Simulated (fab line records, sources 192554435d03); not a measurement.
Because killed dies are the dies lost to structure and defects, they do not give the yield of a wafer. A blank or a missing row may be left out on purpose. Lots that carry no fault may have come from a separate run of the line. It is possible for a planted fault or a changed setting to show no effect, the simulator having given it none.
Split-lot trial | flow n5Finfet | on a route of 1938 steps: 7 lots, 39 wafers read

## ABOUT THE SPLIT
At N5_MOL_CONTACT_COAG_ALD_27 (deposits SiOC, target thk 17 nm, pulse time 1.5 s, time 2720 s), the setting aldCycles was moved away from the recipe's 340 on 12 of the 39 wafers read, by -40.9% to +23.8%. For the rest of the wafers, this setting stayed at what the recipe calls for.

The reading comes from the split's own step.

## THE READING
SiOC_of_MOL_CONTACT_COAG_ALD_27.thkNm (the simulator's own value, which no gauge read), in nm, at N5_MOL_CONTACT_COAG_ALD_27 (deposits SiOC, target thk 17 nm, pulse time 1.5 s, time 2720 s). The file does not state a usual value for it. Average 17.0 nm, standard deviation 0.11 nm, over the 27 wafers here run with the recipe.

wafer  | tool, chamber at the split | aldCycles as run | against the recipe | SiOC_of_MOL_CONTACT_COAG_ALD_27.thkNm, nm | against lot-mates on the recipe
L077.1 | aldSin-02, 1,2             | 421              | +23.8%             | 20.8                                      | +3.9
L077.6 | aldSin-02, 1,2             | 421              | +23.8%             | 20.8                                      | +3.9
L077.2 | aldSin-02, 3               | 421              | +23.8%             | 21                                        | +4.1
L077.3 | aldSin-02, 2               | 340              | recipe             | 16.8                                      | -
L077.4 | aldSin-02, 0,1             | 340              | recipe             | 17                                        | -
L077.5 | aldSin-02, 0,1             | 340              | recipe             | 17                                        | -
L080.1 | aldSin-02, 2,3,1,0,3       | 340              | recipe             | 17                                        | -
L080.2 | aldSin-02, 2,3,1,0,3       | 340              | recipe             | 17                                        | -
L080.3 | aldSin-02, 2,3,1,0,3       | 340              | recipe             | 17                                        | -
L080.5 | aldSin-02, 2,3,1,0,3       | 340              | recipe             | 17                                        | -
L080.6 | aldSin-02, 2,3,1,0,3       | 340              | recipe             | 17                                        | -
L080.4 | aldSin-02, 0               | 340              | recipe             | 17.2                                      | -
L086.1 | aldSin-02, 3               | 340              | recipe             | 17.2                                      | -
L086.2 | aldSin-02, 1,0,0,3         | 340              | recipe             | 17                                        | -
L086.3 | aldSin-02, 1,0,0,3         | 340              | recipe             | 17                                        | -
L086.4 | aldSin-02, 1,0,0,3         | 340              | recipe             | 17                                        | -
L086.6 | aldSin-02, 1,0,0,3         | 340              | recipe             | 17                                        | -
L086.5 | aldSin-02, 1               | 340              | recipe             | 16.8                                      | -
L088.1 | aldSin-02, 2,3             | 397              | +16.8%             | 19.8                                      | +2.9
L088.3 | aldSin-02, 2,3             | 397              | +16.8%             | 19.8                                      | +2.9
L088.2 | aldSin-02, 1,0             | 340              | recipe             | 17                                        | -
L088.4 | aldSin-02, 1,0             | 340              | recipe             | 17                                        | -
L088.5 | aldSin-02, 2               | 397              | +16.8%             | 19.6                                      | +2.7
L088.6 | aldSin-02, 1               | 340              | recipe             | 16.8                                      | -
L089.1 | aldSin-02, 0,3             | 340              | recipe             | 17                                        | -
L089.3 | aldSin-02, 0,3             | 340              | recipe             | 17                                        | -
L089.2 | aldSin-02, 1               | 340              | recipe             | 16.8                                      | -
L089.4 | aldSin-02, 2,1             | 224              | -34.1%             | 11.2                                      | -5.7
L089.6 | aldSin-02, 2,1             | 224              | -34.1%             | 11.2                                      | -5.7
L089.5 | aldSin-02, 2               | 224              | -34.1%             | 11                                        | -5.9
L093.1 | aldSin-04, 1,2             | 201              | -40.9%             | 10.2                                      | -6.7
L093.5 | aldSin-04, 1,2             | 201              | -40.9%             | 10.2                                      | -6.7
L093.2 | aldSin-04, 2,3             | 340              | recipe             | 17                                        | -
L093.4 | aldSin-04, 2,3             | 340              | recipe             | 17                                        | -
L093.3 | aldSin-04, 0               | 201              | -40.9%             | 10                                        | -6.9
L093.6 | aldSin-04, 3               | 340              | recipe             | 16.8                                      | -
L095.1 | aldSin-04, 0,2             | 340              | recipe             | 17                                        | -
L095.4 | aldSin-04, 0,2             | 340              | recipe             | 17                                        | -
L095.5 | aldSin-04, 1               | 340              | recipe             | 17.2                                      | -
When a row names more than one chamber, that row covers several wafers, and the file does not tell which wafer ran in which chamber.

THE FIT
A straight line over all 39 wafers: SiOC_of_MOL_CONTACT_COAG_ALD_27.thkNm changes by +0.168 nm for each +1% of aldCycles; r = +1.00; the points scatter about the line by 0.12 nm.
The same after taking each lot's own level away (the mean of its wafers on the recipe; 39 wafers): +0.167 nm for each +1%; r = +1.00; scatter 0.1 nm.
That fit puts the effect of the largest move of aldCycles on the reading at 6.8 nm.
Measured against the standard deviation above, the lots' own levels, which go from 16.93 to 17.07 nm, span 1.2 times it.
The two slopes agree, so the slope changes little with the lot-to-lot level.
Check: with one of the wafers moved furthest among these (-40.9%) left out of the fit, the line predicts -6.87 nm for it against its lot-mates. Against them it came out at -6.73 nm.

## FURTHER SPLITS ON THESE WAFERS
Note: prior to the reading, these wafers also went through further splits. Each is held against what the fit with the lots' levels taken away leaves over:
other split on the same wafers  | wafers away from the commonest value | r with SiOC_of_MOL_CONTACT_COAG_ALD_27.thkNm (lot level and that fit taken away)
N5_DUMMY_GATE_PECVD_30 timeS    | 12                                   | -0.02
N5_HKMG_FIN_HK_ALD_01 aldCycles | 18                                   | -0.20

## FILE'S OWN FIT
SiOC_of_MOL_CONTACT_COAG_ALD_27.thkNm changes by +0.167 nm for each +1% of aldCycles, r = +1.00.
